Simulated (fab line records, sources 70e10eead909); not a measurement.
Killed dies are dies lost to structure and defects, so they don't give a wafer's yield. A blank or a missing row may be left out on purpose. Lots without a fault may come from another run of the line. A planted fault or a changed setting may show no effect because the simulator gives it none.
Which tool did it? | flow nand_harc | 7 lots, 21 wafers sampled, at 1 step of a route of 1159

WHAT THE GAUGES READ, wafer by wafer
NHARC_P_STI_INSPECT_25.
lot  | measured    | on                | raw_defect_count
L353 | day 3 13:23 | defect_inspect-01 | 140 251 265
L357 | day 4 16:13 | defect_inspect-02 | 236 217 109
L359 | day 5 01:35 | defect_inspect-01 | 92 193 121
L361 | day 5 14:34 | defect_inspect-02 | 201 274 169
L365 | day 6 23:25 | defect_inspect-02 | 339 217 254
L366 | day 6 23:27 | defect_inspect-01 | 252 239 138
L368 | day 7 14:11 | defect_inspect-01 | 161 347 267

WHICH TOOL RAN EACH LOT (tool, then ch and the chambers of the sampled wafers, then the start)
The record holds no process step before these readings.

THE ANSWER, worked out from the rows above alone
Rule: what is usual is taken from the lots themselves. Put in order of their means at a reading, lots are off if they are a third of the lots or fewer, leave a main group of 4 or more, and stand apart from it by a gap of 3 or more times the standard deviation of the main group's means; of several such gaps the widest counts. A main group whose means are all the same, to the digits that the tables above print for the reading, isn't used. A lot without any number at a reading at which 4 lots or more have one is off too. The other lots that the step has rows for count as sound.
No lot is off at any reading shown: from this, nothing can be told.

WHAT THE SIMULATOR HAD PUT IN
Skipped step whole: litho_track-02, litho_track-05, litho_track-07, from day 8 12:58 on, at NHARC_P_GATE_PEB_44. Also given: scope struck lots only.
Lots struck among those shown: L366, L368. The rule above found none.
